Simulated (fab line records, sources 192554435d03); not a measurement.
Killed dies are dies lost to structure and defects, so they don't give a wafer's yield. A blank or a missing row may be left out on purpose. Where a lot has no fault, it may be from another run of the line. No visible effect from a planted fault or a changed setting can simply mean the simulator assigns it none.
Matching of chambers | flow n5_finfet | 3 sister chambers for N5_BEOL_M5_DEP_56 on pecvd-02
The step deposits SiCN from 3MS/NH3, target thk 8 nm, time 14 s. 3 wafers are shown with their chamber, then 10 later ones without.

== WAFERS PAIRED WITH THEIR CHAMBERS ==
wafer  | chamber | showerhead_plenum_p_Torr (Torr)
L087.1 | 0       | 3.697
L092.1 | 2       | 3.665
L092.4 | 1       | 3.666

== WAFERS WITHOUT THEIR CHAMBER ==
wafer  | showerhead_plenum_p_Torr (Torr)
L092.6 | 3.667
L095.1 | 3.663
L095.5 | 3.657
L095.6 | 3.659
L097.1 | 3.660
L097.2 | 3.656
L097.3 | 3.694
L097.4 | 3.689
L097.5 | 3.659
L097.6 | 3.663

== WHICH CHAMBER EACH WENT THROUGH ==
wafer  | from the rows above     | in truth
L092.6 | can't be placed: 1 or 2 | 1
L095.1 | can't be placed: 2 or 1 | 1
L095.5 | can't be placed: 2 or 1 | 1
L095.6 | can't be placed: 2 or 1 | 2
L097.1 | can't be placed: 2 or 1 | 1
L097.2 | can't be placed: 2 or 1 | 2
L097.3 | 0                       | 0
L097.4 | 0                       | 0
L097.5 | can't be placed: 2 or 1 | 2
L097.6 | can't be placed: 2 or 1 | 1
Placed correctly: 2 of 10. Can't be placed from these rows: 8 (the true chamber is among the candidates in 8). Number placed wrongly: 0.
How it was worked out, from the rows above alone: a wafer's distance from a chamber is the root of the sum, over the readings, of the square of ((its reading less the chamber's mean) divided by the reading's scatter). The wafer belongs to the nearest chamber; if the next one is less than 2 further off, it can't be placed. Each chamber's mean is taken over the wafers shown for it. The scatter (one wafer shown for each chamber): square how far every hidden wafer sits from the nearest shown wafer, average those squares and take the square root.
